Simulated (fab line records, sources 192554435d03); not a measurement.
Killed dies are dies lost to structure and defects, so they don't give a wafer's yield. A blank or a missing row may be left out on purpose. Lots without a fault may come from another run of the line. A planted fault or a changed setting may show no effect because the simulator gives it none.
fab line records | flow n5_finfet
record lots=12 wafers=34 last_day=18
route steps=1938 shown BEOL_M7@1319 PASSIVATION@1936
lots that met no fault: from a run of the same line without faults
start_h: hours from the record's first day to the start of the lot's first wafer shown | wait_h: hours since the lot's step before | " the same as in the row above | L1.1+2: a row that stands for several wafers | - no value, or no start given | * or withheld: withheld | < > ~ a bound
route shown NAME@n: a module of which the file shows steps, and the number in the route of the first | usual: mean/standard deviation of fault-free wafers | same: alike in all rows | chamber/n: place in a boat | sites: the reading at each site | _std_site: their standard deviation | _edge_site: outer sites' mean less inner sites' | radius_mm: how far each site lies from the wafer's centre | mask NAME#n: copy n | behind: the tool/chamber that last shaped the wafer | hold: why the lot was held/for how many hours/how that ended | device: the transistor (n, p or np) that didn't switch | end of line: the same wafers' tests at the end of the route | a step without rows: its recipe alone | killed: dies lost to structure and defects at the first sort, not the wafer's yield | map: a wafer's dies, x killed, . not, _ none there
set.NAME: the setting as run; set.NAME@STEP: as run at that earlier step | model.NAME: the simulator's own value behind a step, which no gauge read
steps of the route over a sample of lots; a table a step, a row a wafer
services: from which hour (start_h, from the record's first day; less than 0 if before it) a tool's chamber was out of use, for how many hours, and why
## steps
# step N5_BEOL_M7_PRE_CLEAN_45
# recipe gas=H2/He time_s=30 temp_c=250
# usual heater_power_w=337/31
# columns lot.wafer tool chamber start_h wait_h heater_power_w
L743.1 pvd_sputter-03 - 196.38 0.0 297
L743.4 " - " " 334
L743.6 " - " " 343
L744.3 pvd_sputter-01 - 205.88 0.0 301
L744.4 " - " " 296
L744.5 " - " " 293
L748.1 pvd_sputter-02 - 233.68 0.0 342
L748.2 " - " " 359
L748.4 " - " " 338
L750.2 pvd_sputter-02 - 247.12 0.0 350
L750.4 " - " " 363
L750.6 " - " " 360
L754.2 pvd_sputter-01 - 283.12 0.0 297
L754.4 " - " " 392
L754.5 " - " " 360
L756.3 pvd_sputter-02 - 291.71 0.0 329
L756.4 " - " " 334
L756.6 " - " " 325
L753.3 pvd_sputter-02 - 294.53 0.0 352
L753.5 " - " " 371
L753.6 " - " " 345
L758.4 pvd_sputter-01 - 313.60 0.0 299
L758.5 " - " " 296
L758.6 " - " " 297
L757.2 pvd_sputter-02 - 317.28 0.0 368
L757.5 " - " " 368
L757.6 " - " " 342
L760.1 pvd_sputter-01 - 319.53 0.0 400
L760.5 " - " " 381
L759.1 pvd_sputter-01 - 330.64 0.0 299
L759.5 " - " " 298
L765.2 pvd_sputter-01 - 340.31 0.0 301
L765.4 " - " " 398
L765.6 " - " " 281
# step N5_BEOL_M7_SURFACE_TREAT_79
# recipe gas=Ar time_s=* ion_energy_ev=* ion_current_ma_cm2=0.5 pressure_mtorr=* ar_flow_sccm=30
# usual throttle_valve_pct=*
# columns lot.wafer tool chamber start_h wait_h throttle_valve_pct
L743.1 pvd_sputter-01 - 196.76 0.2 *
L743.4 " - " " *
L743.6 " - " " *
L744.3 pvd_sputter-01 - 206.22 0.2 *
L744.4 " - " " *
L744.5 " - " " *
L748.1 pvd_sputter-03 - 234.03 0.2 *
L748.2 " - " " *
L748.4 " - " " *
L750.2 pvd_sputter-02 - 247.52 0.2 *
L750.4 " - " " *
L750.6 " - " " *
L754.2 pvd_sputter-01 - 283.88 0.6 *
L754.4 " - " " *
L754.5 " - " " *
L756.3 pvd_sputter-01 - 292.23 0.3 *
L756.4 " - " " *
L756.6 " - " " *
L753.3 pvd_sputter-01 - 295.17 0.4 *
L753.5 " - " " *
L753.6 " - " " *
L758.4 pvd_sputter-02 - 313.94 0.2 *
L758.5 " - " " *
L758.6 " - " " *
L757.2 pvd_sputter-03 - 317.81 0.2 *
L757.5 " - " " *
L757.6 " - " " *
L760.1 pvd_sputter-01 - 320.21 0.3 *
L760.5 " - " " *
L759.1 pvd_sputter-03 - 331.06 0.2 *
L759.5 " - " " *
L765.2 pvd_sputter-01 - 340.79 0.3 *
L765.4 " - " " *
L765.6 " - " " *
# step N5_BEOL_M7_SPUTTER_48
# recipe material=Cu target_thk_a=100 temp_c=-20 bias_v=60 power_w=26000 chamber_pressure_pa=0.13 time_s=1.667
# usual throttle_valve_pct=30.2/1
# columns lot.wafer tool chamber start_h wait_h throttle_valve_pct
L743.1 pvd_sputter-03 - 196.94 0.1 28.7
L743.4 " - " " 30.3
L743.6 " - " " 31.2
L744.3 pvd_sputter-02 - 207.81 1.5 31.6
L744.4 " - " " 28.4
L744.5 " - " " 31.9
L748.1 pvd_sputter-03 - 234.20 0.1 28.6
L748.2 " - " " 30.3
L748.4 " - " " 31.2
L750.2 pvd_sputter-02 - 247.80 0.1 30.2
L750.4 " - " " 29.6
L750.6 " - " " 32.0
L754.2 pvd_sputter-01 - 284.08 0.1 30.1
L754.4 " - " " 30.0
L754.5 " - " " 29.9
L756.3 pvd_sputter-01 - 292.71 0.1 31.7
L756.4 " - " " 30.3
L756.6 " - " " 30.3
L753.3 pvd_sputter-02 - 295.63 0.1 30.1
L753.5 " - " " 28.4
L753.6 " - " " 30.0
L758.4 pvd_sputter-01 - 314.24 0.1 30.3
L758.5 " - " " 30.2
L758.6 " - " " 30.3
L757.2 pvd_sputter-02 - 319.30 1.4 30.0
L757.5 " - " " 31.7
L757.6 " - " " 30.2
L760.1 pvd_sputter-02 - 320.40 0.1 28.4
L760.5 " - " " 28.2
L759.1 pvd_sputter-02 - 331.26 0.1 29.5
L759.5 " - " " 28.4
L765.2 pvd_sputter-01 - 341.03 0.1 31.8
L765.4 " - " " 30.0
L765.6 " - " " 29.7
# step N5_BEOL_M7_ECD_50
# recipe material=Cu target_thk_a=3000
# columns lot.wafer tool chamber start_h wait_h
L743.1+4+6 ecd_cu-02 0,1,0 197.06 0.1
L744.3+4+5 ecd_cu-01 1,0,1 207.95 0.1
L748.1+2+4 ecd_cu-02 1,0,1 234.32 0.1
L750.2+4+6 ecd_cu-02 0,1,1 247.92 0.1
L754.2+4+5 ecd_cu-02 1,0,1 284.20 0.1
L756.3+4+6 ecd_cu-02 0,1,0 292.85 0.1
L753.3+5+6 ecd_cu-02 1,0,1 295.78 0.1
L758.4+5+6 ecd_cu-01 1,1,0 314.43 0.2
L757.2+5+6 ecd_cu-01 0,1,0 319.42 0.1
L760.1+5 ecd_cu-02 1,0 320.52 0.1
L759.1+5 ecd_cu-02 1 331.38 0.1
L765.2+4+6 ecd_cu-01 1,0,0 341.15 0.1
# step N5_BEOL_M7_CMP_52
# recipe stop_on=SiCOH_lowk t_overpolish_s=6.9 down_force_psi=1 platen_rpm=50 clearing_platen_down_force_psi=1.5 clearing_platen_rpm=50 post_cmp_clean=cu_alkaline target_thk_nm=80 clearing_platen_pad_velocity_m_s=0.99484 pad_velocity_m_s=0.99484
# usual motor_current_A=5.8/0.77 time_to_endpoint_s=63/3
# columns lot.wafer tool chamber start_h wait_h motor_current_A time_to_endpoint_s
L743.1 cmp-02 0 197.60 0.3 6.2 67
L743.4 " 3 " " 4.9 68
L743.6 " 1 " " 5.6 63
L744.3 cmp-01 2 208.56 0.4 6.3 65
L744.4 " 3 " " 5.8 63
L744.5 " 1 " " 6.3 64
L748.2 cmp-02 2 234.86 0.2 4.7 64
L748.4 " 3 " " 4.7 68
L748.1 " 0 " " 6.3 67
L750.2 cmp-03 2 248.35 0.2 5.4 64
L750.4 " 1 " " 4.9 66
L750.6 " 3 " " 6.3 60
L754.2 cmp-03 2 285.04 0.2 5.4 62
L754.4 " 1 " " 5.1 65
L754.5 " 3 " " 6.3 61
L756.4 cmp-01 2 293.26 0.2 6.9 68
L756.3 " 3 " " 5.8 68
L756.6 " 2 " " 6.2 67
L753.3 cmp-03 1 296.26 0.3 4.9 63
L753.6 " 2 " " 5.5 59
L753.5 " 3 " " 6.2 58
L758.4 cmp-01 1 315.41 0.2 6.2 67
L758.5 " 0 " " 7.2 61
L758.6 " 1 " " 6.3 66
L757.2 cmp-02 1 319.94 0.2 5.6 63
L757.6 " 0 " " 6.3 64
L757.5 " 1 " " 5.9 62
L760.1 cmp-01 1 320.96 0.3 6.0 60
L760.5 " 1 " " 5.8 32
L759.1 cmp-03 2 334.63 0.3 5.6 57
L759.5 " 1 " " 5.0 33
L765.2 cmp-03 1 341.58 0.2 5.1 64
L765.4 " 2 " " 5.4 58
L765.6 " 1 " " 5.0 62
# step N5_PASSIVATION_PROBE_49
# usual defect_limited_yield=91.4/1.5 killed_at_M0_to_M3=33/11 killed_at_M4_up=14/5.3 killed_at_contacts=13/6.2 killed_at_front_end=39/13 killed_at_other=3.1/2.8 killed_dies=102/17 killed_open=68/13 killed_short=32/7.8 sort_bin_5_function=5.1/0.95 sort_bin_6_memory=3.2/0.7 sort_n_pass=1078/18 sort_yield_pct=91.3/1.5
# same gross_dies=1180 killed_at_back_side=0 sort_bin_4_leakage[%]=0 sort_bin_8_speed[%]=0
# columns lot.wafer tool chamber start_h wait_h defect_limited_yield[%] killed_at_M0_to_M3 killed_at_M4_up killed_at_contacts killed_at_front_end killed_at_other killed_dies killed_open killed_short sort_bin_5_function[%] sort_bin_6_memory[%] sort_n_pass sort_yield_pct[%]
L743.1 prober-01 - 274.47 0.0 94.7 20 12 8 20 3 63 35 27 3.1 2.1 1117 94.7
L743.4 prober-01 - 274.62 0.2 91.8 42 17 10 24 4 97 58 35 4.5 3.2 1083 91.8
L743.6 prober-01 - 274.72 0.3 91.3 36 12 16 33 6 103 62 37 5.1 3.0 1077 91.3
L744.3 prober-01 - 282.14 0.1 92.5 26 19 3 39 1 88 51 32 4.4 2.6 1092 92.5
L744.4 prober-01 - 282.19 0.2 90.8 51 9 3 45 1 109 67 41 5.4 3.5 1071 90.8
L744.5 prober-01 - 282.24 0.2 92.2 38 12 10 28 4 92 60 30 5.1 2.7 1088 92.2
L748.1 prober-01 - 309.99 0.0 91.4 32 10 15 43 1 101 81 20 4.9 3.6 1079 91.4
L748.2 prober-01 - 310.04 0.1 91.6 32 12 18 37 0 99 72 27 5.5 2.7 1081 91.6
L748.4 prober-01 - 310.14 0.2 90.9 42 20 9 35 1 107 69 38 5.3 3.2 1073 90.9
L750.2 prober-01 - 319.40 0.1 92.8 20 14 7 43 1 85 58 27 3.6 3.6 1095 92.8
L750.4 prober-01 - 319.50 0.2 91.8 29 11 17 39 1 97 69 28 5.2 2.6 1083 91.8
L750.6 prober-01 - 319.60 0.3 92.5 34 16 9 28 1 88 55 33 3.9 3.2 1092 92.5
L754.2 prober-02 - 359.19 0.1 90.8 30 12 19 41 7 109 74 34 5.1 4.0 1071 90.8
L754.5 prober-02 - 359.34 0.2 92.5 17 13 23 36 0 89 67 21 4.4 3.0 1091 92.5
L753.3 prober-02 - 372.97 0.1 90.9 25 11 20 38 13 107 71 35 4.9 3.8 1073 90.9
L753.6 prober-02 - 373.12 0.3 92.2 35 15 14 25 3 92 68 24 5.7 2.1 1088 92.2
L756.3 prober-01 - 373.16 0.1 90.3 27 14 15 58 0 114 86 28 6.3 3.1 1066 90.3
L756.6 prober-01 - 373.31 0.3 91.3 22 5 21 44 11 103 70 32 5.3 3.2 1077 91.3
L758.4 prober-02 - 388.78 0.2 89.8 29 8 20 53 10 120 75 42 5.4 4.4 1060 89.8
L758.5 prober-02 - 388.83 0.2 92.1 25 11 18 36 3 93 53 40 4.7 3.0 1087 92.1
L758.6 prober-02 - 388.88 0.3 90.3 38 12 16 47 1 114 77 37 5.7 3.6 1066 90.3
L757.5 prober-02 - 393.31 0.2 89.6 39 12 7 61 4 123 79 40 5.9 4.2 1057 89.6
L757.6 prober-02 - 393.36 0.3 87.6 41 18 9 74 4 146 87 56 6.7 4.7 1034 87.6
L760.1 prober-01 - 394.61 0.0 89.7 37 10 16 58 1 122 79 42 6.3 3.6 1058 89.7
L759.1 prober-01 - 409.83 0.0 91.4 26 17 19 34 5 101 70 31 5.1 3.4 1079 91.4
L765.2 prober-02 - 419.96 0.1 92.1 34 7 11 41 0 93 66 27 4.7 3.1 1087 92.1
L765.4 prober-02 - 420.06 0.2 91.8 37 18 10 32 0 97 70 25 4.6 3.3 1083 91.8
L765.6 prober-02 - 420.16 0.3 92.5 37 12 9 29 2 89 62 26 4.6 2.9 1091 92.5
# killed by level:class
L743.1 MOL_CONTACT_COAG:geometric_particle:open=5 BEOL_M0_SAQP:geometric_particle:short=5 BEOL_M4:geometric_particle:open=5 DUMMY_GATE:geometric_particle:open=4 STARTING-WAFER:geometric_particle:short=4 ILD0:geometric_particle:short=3 MOL_CONTACT_COAG:geometric_particle:short=3 BEOL_M0_SAQP:geometric_particle:open=3
L743.4 BEOL_M2:geometric_particle:open=11 MOL_CONTACT_COAG:geometric_particle:open=8 BEOL_M1:geometric_particle:short=7 BEOL_M0_SAQP:geometric_particle:short=6 BEOL_M1:geometric_particle:open=6 BEOL_M4:geometric_particle:open=6 GATE_CUT:geometric_particle:short=4 BEOL_M0_SAQP:geometric_particle:open=4
L743.6 MOL_CONTACT_COAG:geometric_particle:open=15 FIN_SAQP:geometric_particle:open=9 BEOL_M3:geometric_particle:open=7 BEOL_M0_SAQP:geometric_particle:short=6 BEOL_M1:geometric_particle:short=6 FIN_SAQP:geometric_particle:short=4 STI_FIN_REVEAL:geometric_particle:open=4 BEOL_M0:geometric_particle:open=4
L744.3 STI_FIN_REVEAL:geometric_particle:open=11 BEOL_M0_SAQP:geometric_particle:short=11 FIN_SAQP:geometric_particle:short=8 BEOL_M0_SAQP:geometric_particle:open=6 BEOL_M4:geometric_particle:open=6 FIN_SAQP:geometric_particle:open=5 DUMMY_GATE:geometric_particle:open=3 GATE_CUT:geometric_particle:short=3
L744.4 FIN_SAQP:geometric_particle:open=16 BEOL_M0_SAQP:geometric_particle:short=15 BEOL_M0_SAQP:geometric_particle:open=12 STI_FIN_REVEAL:geometric_particle:open=8 BEOL_M2:geometric_particle:open=7 FIN_SAQP:geometric_particle:short=5 BEOL_M1:geometric_particle:open=5 STARTING-WAFER:geometric_particle:short=5
L744.5 BEOL_M0_SAQP:geometric_particle:short=12 BEOL_M0_SAQP:geometric_particle:open=11 MOL_CONTACT_COAG:geometric_particle:open=9 FIN_SAQP:geometric_particle:open=8 STI_FIN_REVEAL:geometric_particle:open=5 BEOL_M4:geometric_particle:open=5 FIN_SAQP:geometric_particle:short=4 BEOL_M1:geometric_particle:open=4
L748.1 MOL_CONTACT_COAG:geometric_particle:open=13 BEOL_M3:geometric_particle:open=12 FIN_SAQP:geometric_particle:open=10 STI_FIN_REVEAL:geometric_particle:open=8 BEOL_M0_SAQP:geometric_particle:open=8 BEOL_M1:geometric_particle:open=7 STARTING-WAFER:geometric_particle:open=6 FIN_SAQP:geometric_particle:short=5
L748.2 MOL_CONTACT_COAG:geometric_particle:open=16 STI_FIN_REVEAL:geometric_particle:open=10 FIN_SAQP:geometric_particle:short=9 FIN_SAQP:geometric_particle:open=8 BEOL_M3:geometric_particle:open=7 BEOL_M0:geometric_particle:open=6 BEOL_M2:geometric_particle:open=6 BEOL_M1:geometric_particle:open=5
L748.4 BEOL_M0_SAQP:geometric_particle:short=12 MOL_CONTACT_COAG:geometric_particle:open=8 BEOL_M2:geometric_particle:open=7 BEOL_M4:geometric_particle:open=7 BEOL_M3:geometric_particle:open=6 BEOL_M0_SAQP:geometric_particle:open=6 FIN_SAQP:geometric_particle:short=5 BEOL_M1:geometric_particle:open=5
L750.2 FIN_SAQP:geometric_particle:open=12 FIN_SAQP:geometric_particle:short=10 BEOL_M4:geometric_particle:open=9 STI_FIN_REVEAL:geometric_particle:open=6 BEOL_M1:geometric_particle:open=6 MOL_CONTACT_COAG:geometric_particle:open=5 STARTING-WAFER:geometric_particle:open=5 BEOL_M0_SAQP:geometric_particle:short=4
L750.4 FIN_SAQP:geometric_particle:open=15 MOL_CONTACT_COAG:geometric_particle:open=14 STI_FIN_REVEAL:geometric_particle:open=8 BEOL_M4:geometric_particle:open=8 FIN_SAQP:geometric_particle:short=6 BEOL_M0_SAQP:geometric_particle:open=6 BEOL_M0_SAQP:geometric_particle:short=6 BEOL_M1:geometric_particle:open=6
L750.6 BEOL_M0_SAQP:geometric_particle:short=14 BEOL_M0_SAQP:geometric_particle:open=10 STI_FIN_REVEAL:geometric_particle:open=8 MOL_CONTACT_COAG:geometric_particle:open=7 FIN_SAQP:geometric_particle:open=4 BEOL_M1:geometric_particle:open=4 BEOL_M2:geometric_particle:open=4 FIN_SAQP:geometric_particle:short=3
L754.2 MOL_CONTACT_COAG:geometric_particle:open=14 BEOL_M2:geometric_particle:open=9 STI_FIN_REVEAL:geometric_particle:open=8 BEOL_M0_SAQP:geometric_particle:short=6 BEOL_M0:geometric_particle:open=6 FIN_SAQP:geometric_particle:short=5 MOL_CONTACT_COAG:geometric_particle:short=5 BEOL_M4:geometric_particle:open=5
L754.5 MOL_CONTACT_COAG:geometric_particle:open=18 FIN_SAQP:geometric_particle:open=9 BEOL_M3:geometric_particle:open=7 STI_FIN_REVEAL:geometric_particle:open=6 MOL_CONTACT_COAG:geometric_particle:short=5 DUMMY_GATE:geometric_particle:open=4 BEOL_M2:geometric_particle:open=4 GATE_CUT:geometric_particle:open=3
L753.3 MOL_CONTACT_COAG:geometric_particle:open=15 FIN_SAQP:geometric_particle:open=9 FIN_SAQP:geometric_particle:short=6 BEOL_M0_SAQP:geometric_particle:open=6 BEOL_M3:geometric_particle:open=6 STI_FIN_REVEAL:geometric_particle:open=5 DUMMY_GATE:geometric_particle:open=5 BEOL_M0_SAQP:geometric_particle:short=5
L753.6 BEOL_M3:geometric_particle:open=16 MOL_CONTACT_COAG:geometric_particle:open=12 BEOL_M4:geometric_particle:open=7 BEOL_M0_SAQP:geometric_particle:short=5 BEOL_M2:geometric_particle:open=5 STI_FIN_REVEAL:geometric_particle:open=4 DUMMY_GATE:geometric_particle:open=4 BEOL_M0:geometric_particle:open=4
L756.3 STI_FIN_REVEAL:geometric_particle:open=20 BEOL_M2:geometric_particle:open=14 MOL_CONTACT_COAG:geometric_particle:open=11 FIN_SAQP:geometric_particle:open=9 FIN_SAQP:geometric_particle:short=7 DUMMY_GATE:geometric_particle:open=7 MOL_CONTACT_COAG:geometric_particle:short=4 BEOL_M0_SAQP:geometric_particle:open=4
L756.6 MOL_CONTACT_COAG:geometric_particle:open=17 STI_FIN_REVEAL:geometric_particle:open=16 BEOL_M0_SAQP:geometric_particle:short=5 BEOL_M3:geometric_particle:open=5 FIN_SAQP:geometric_particle:open=4 FIN_SAQP:geometric_particle:short=4 STI_FIN_REVEAL:geometric_particle:short=4 GATE_CUT:geometric_particle:open=4
L758.4 MOL_CONTACT_COAG:geometric_particle:open=18 STI_FIN_REVEAL:geometric_particle:open=14 FIN_SAQP:geometric_particle:short=11 BEOL_M2:geometric_particle:open=9 FIN_SAQP:geometric_particle:open=7 BEOL_M0_SAQP:geometric_particle:short=6 GATE_CUT:geometric_particle:short=5 STARTING-WAFER:geometric_particle:short=5
L758.5 MOL_CONTACT_COAG:geometric_particle:open=15 BEOL_M2:geometric_particle:open=10 FIN_SAQP:geometric_particle:short=9 FIN_SAQP:geometric_particle:open=7 GATE_CUT:geometric_particle:short=7 BEOL_M4:geometric_particle:short=5 BEOL_M0_SAQP:geometric_particle:short=4 MOL_CONTACT_COAG:geometric_particle:short=3
L758.6 MOL_CONTACT_COAG:geometric_particle:open=13 DUMMY_GATE:geometric_particle:open=10 BEOL_M4:geometric_particle:open=10 BEOL_M0_SAQP:geometric_particle:short=10 BEOL_M2:geometric_particle:open=9 FIN_SAQP:geometric_particle:short=8 FIN_SAQP:geometric_particle:open=7 BEOL_M0_SAQP:geometric_particle:open=7
L757.5 FIN_SAQP:geometric_particle:open=18 FIN_SAQP:geometric_particle:short=13 STI_FIN_REVEAL:geometric_particle:open=11 BEOL_M0:geometric_particle:open=9 MOL_CONTACT_COAG:geometric_particle:open=6 BEOL_M0_SAQP:geometric_particle:short=6 BEOL_M0_SAQP:geometric_particle:open=6 STI_FIN_REVEAL:geometric_particle:short=4
L757.6 STI_FIN_REVEAL:geometric_particle:open=25 BEOL_M3:geometric_particle:open=13 BEOL_M0_SAQP:geometric_particle:open=9 BEOL_M0_SAQP:geometric_particle:short=9 STI_FIN_REVEAL:geometric_particle:short=7 GATE_CUT:geometric_particle:short=7 DUMMY_GATE:geometric_particle:open=6 MOL_CONTACT_COAG:geometric_particle:open=6
L760.1 FIN_SAQP:geometric_particle:open=16 MOL_CONTACT_COAG:geometric_particle:open=13 BEOL_M0_SAQP:geometric_particle:open=10 BEOL_M0:geometric_particle:open=10 GATE_CUT:geometric_particle:short=8 FIN_SAQP:geometric_particle:short=7 STI_FIN_REVEAL:geometric_particle:open=7 BEOL_M1:geometric_particle:short=5
L759.1 MOL_CONTACT_COAG:geometric_particle:open=18 BEOL_M4:geometric_particle:open=10 STI_FIN_REVEAL:geometric_particle:open=8 BEOL_M2:geometric_particle:open=7 BEOL_M0_SAQP:geometric_particle:short=6 FIN_SAQP:geometric_particle:open=5 FIN_SAQP:geometric_particle:short=5 DUMMY_GATE:geometric_particle:open=5
L765.2 FIN_SAQP:geometric_particle:open=21 BEOL_M3:geometric_particle:open=13 MOL_CONTACT_COAG:geometric_particle:open=8 FIN_SAQP:geometric_particle:short=7 BEOL_M0_SAQP:geometric_particle:open=5 BEOL_M0_SAQP:geometric_particle:short=5 BEOL_M1:geometric_particle:open=5 DUMMY_GATE:geometric_particle:open=4
L765.4 MOL_CONTACT_COAG:geometric_particle:open=10 BEOL_M0_SAQP:geometric_particle:open=10 BEOL_M1:geometric_particle:open=8 STARTING-WAFER:geometric_particle:open=8 BEOL_M0_SAQP:geometric_particle:short=6 BEOL_M4:geometric_particle:open=6 STI_FIN_REVEAL:geometric_particle:open=5 BEOL_M3:geometric_particle:open=5
L765.6 BEOL_M1:geometric_particle:open=9 BEOL_M3:geometric_particle:open=9 MOL_CONTACT_COAG:geometric_particle:open=8 BEOL_M5:geometric_particle:open=7 BEOL_M0_SAQP:geometric_particle:open=6 BEOL_M0_SAQP:geometric_particle:short=6 FIN_SAQP:geometric_particle:open=5 DUMMY_GATE:geometric_particle:short=4
## services
# columns tool chamber start_h hours kind
cmp-01 - 173.90 7.2 repair
cmp-03 - 184.75 1.7 repair
cmp-01 - 187.32 1.9 repair
cmp-03 - 191.84 4.0 pm
pvd_sputter-02 - 197.53 7.5 repair
cmp-02 - 203.16 2.4 repair
cmp-03 - 205.24 4.4 pm
cmp-01 - 213.33 1.3 repair
cmp-02 - 226.00 6.5 pm
ecd_cu-01 - 228.40 8.6 pm
cmp-01 - 243.11 5.2 pm
cmp-02 - 270.49 3.3 repair
cmp-02 - 281.52 4.0 pm
cmp-02 - 285.52 - consumable_replace:conditioner
cmp-02 - 285.52 - consumable_replace:pad
cmp-01 - 305.18 1.3 repair
ecd_cu-02 - 328.44 2.3 repair
## key
first_sign step=N5_BEOL_M7_CMP_52 reading=time_to_endpoint_s direction=down sigmas=10 usual=* struck=*
effect none on later readings
met_at N5_BEOL_M7_ECD_50
struck_lots L759,L760
struck_wafers L759.5,L760.5
not_acting_at N5_BEOL_M7_PRE_CLEAN_45,N5_BEOL_M7_SURFACE_TREAT_79,N5_BEOL_M7_SPUTTER_48
onset_between 295.78 320.52
fault kind=process_parameter_drift tool=ecd_cu-02 chamber=- onset_h=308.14 steps=N5_BEOL_M7_ECD_50 channel=target_thk_a offset=* shape=step end_h=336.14 scope=struck_wafers_only acts_in=* stated=*
